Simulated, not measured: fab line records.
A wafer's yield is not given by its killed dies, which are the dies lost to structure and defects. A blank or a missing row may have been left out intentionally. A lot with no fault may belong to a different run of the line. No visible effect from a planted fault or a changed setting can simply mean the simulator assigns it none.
Matching of chambers + flow nand_harc + NHARC_P_ZERO_WELL_DESCUM_54 on rie_diel-09: 4 sister chambers
The step chemistry O2, time 3 s. 4 wafers are shown with their chamber, then 10 later ones without.

WAFERS WITH THEIR CHAMBER
| wafer  | chamber | drypump_motor_current_A (A) |
|--------|---------|-----------------------------|
| L824.3 | 0       | 6.0                         |
| L827.1 | 1       | 4.7                         |
| L829.2 | 2       | 6.2                         |
| L829.5 | 3       | 6.4                         |

WAFERS WITHOUT THEIR CHAMBER
| wafer  | drypump_motor_current_A (A) |
|--------|-----------------------------|
| L829.6 | 6.0                         |
| L832.3 | 4.7                         |
| L832.4 | 6.4                         |
| L832.6 | 6.4                         |
| L837.2 | 6.4                         |
| L837.4 | 6.0                         |
| L837.6 | 6.1                         |
| L839.2 | 6.1                         |
| L839.4 | 6.0                         |
| L839.6 | 6.0                         |

WHICH CHAMBER EACH WENT THROUGH
| wafer  | from the rows above     | in truth |
|--------|-------------------------|----------|
| L829.6 | 0                       | 0        |
| L832.3 | 1                       | 1        |
| L832.4 | 3                       | 3        |
| L832.6 | 3                       | 3        |
| L837.2 | 3                       | 3        |
| L837.4 | 0                       | 0        |
| L837.6 | can't be placed: 0 or 2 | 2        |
| L839.2 | can't be placed: 0 or 2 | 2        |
| L839.4 | 0                       | 0        |
| L839.6 | 0                       | 0        |
8 of 10 placed correctly. From these rows, 2 cannot be placed; in 2 the true chamber is one of the candidates. Wrongly placed: 0.
How it was worked out, from the rows above alone: a wafer's distance from a chamber is the root of the sum, over the readings, of the square of ((its reading less the chamber's mean) divided by the reading's scatter). The wafer belongs to the nearest chamber; if the next one is less than 2 further off, it can't be placed. For every chamber, the mean is computed from those of its wafers that are shown. The scatter: with one shown wafer a chamber, the root of the mean of the squares of how far each hidden wafer lies from its nearest shown one.
